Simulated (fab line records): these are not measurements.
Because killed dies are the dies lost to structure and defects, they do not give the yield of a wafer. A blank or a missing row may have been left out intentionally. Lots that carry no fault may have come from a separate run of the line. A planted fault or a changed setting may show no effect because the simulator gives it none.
Matching of chambers	flow n5Finfet	N5_GATE_CUT_HM_DEP_46 on pecvd-03 has 3 sister chambers
The step deposits SiO2 from TEOS/O2, target thk 130 nm, time 26.6 s. 30 wafers are shown with their chamber, then 12 later ones without.

WAFERS, EACH WITH ITS CHAMBER
wafer	chamber	throttleValvePct (%)	heaterPowerW (W)	showerheadPlenumPTorr (Torr)
L074.1	2	18.7	598	8.348
L074.2	0	18.2	709	8.350
L074.3	1	19.1	435	8.317
L074.4	1	19.2	420	8.325
L074.5	2	18.5	616	8.366
L074.6	0	17.9	693	8.355
L075.1	0	17.9	669	8.338
L075.2	2	18.5	618	8.357
L075.6	2	18.7	481	8.341
L077.2	2	19.0	586	8.339
L077.5	1	19.3	431	8.311
L077.6	0	18.0	651	8.346
L078.1	0	18.2	702	8.383
L078.3	1	19.3	366	8.341
L078.4	1	19.4	370	8.318
L079.2	0	17.8	595	8.348
L079.5	0	17.9	595	8.362
L079.6	1	19.2	464	8.314
L080.2	0	17.8	625	8.347
L080.3	1	19.4	476	8.356
L080.4	2	18.9	561	8.354
L083.1	1	19.4	468	8.328
L083.2	0	18.2	636	8.344
L083.3	2	18.4	616	8.377
L085.1	0	18.0	648	8.362
L085.5	2	18.7	609	8.345
L085.6	1	19.1	446	8.322
L088.3	0	18.3	720	8.340
L088.5	1	19.1	453	8.308
L088.6	2	18.5	556	8.372

SIGNATURES, as means of the wafers listed above
reading	chamber 0	chamber 1	chamber 2	scatter within a chamber
throttleValvePct	18.018	19.250	18.656	0.17
heaterPowerW	658.45	432.90	582.33	42.4
showerheadPlenumPTorr	8.35227	8.32400	8.35544	0.0137
Rule: for a wafer and a chamber, the distance is found by dividing, reading by reading, the gap between the wafer's reading and the chamber's mean by the reading's scatter, squaring, summing and taking the root. The wafer belongs to the nearest chamber; if the next one is less than 2 further off, it can't be placed. The scatter is the square root of a quotient: the sum, over the shown wafers, of each reading's squared deviation from its chamber's mean, divided by wafers minus chambers.

WAFERS WHOSE CHAMBER IS MISSING
wafer	throttleValvePct (%)	heaterPowerW (W)	showerheadPlenumPTorr (Torr)
L089.1	18.5	577	8.369
L089.5	19.4	447	8.325
L089.6	18.6	663	8.367
L090.1	19.4	442	8.318
L090.4	18.4	546	8.361
L090.6	19.8	446	8.348
L093.1	18.4	521	8.367
L093.3	18.1	685	8.364
L093.6	19.0	346	8.341
L094.1	19.5	392	8.366
L094.2	18.3	635	8.341
L094.5	18.9	608	8.352

WHICH CHAMBER EACH ONE RAN IN
wafer	from the rows above	in truth
L089.1	2	2
L089.5	1	1
L089.6	can't be placed: 2 or 0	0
L090.1	1	1
L090.4	can't be placed: 2 or 0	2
L090.6	1	1
L093.1	can't be placed: 2 or 0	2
L093.3	0	0
L093.6	1	1
L094.1	1	1
L094.2	can't be placed: 0 or 2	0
L094.5	2	2
Correct placement for 8 of the 12. Cannot be placed on the basis of these rows: 4; the candidates contain the true chamber in 4. Number placed wrongly: 0.
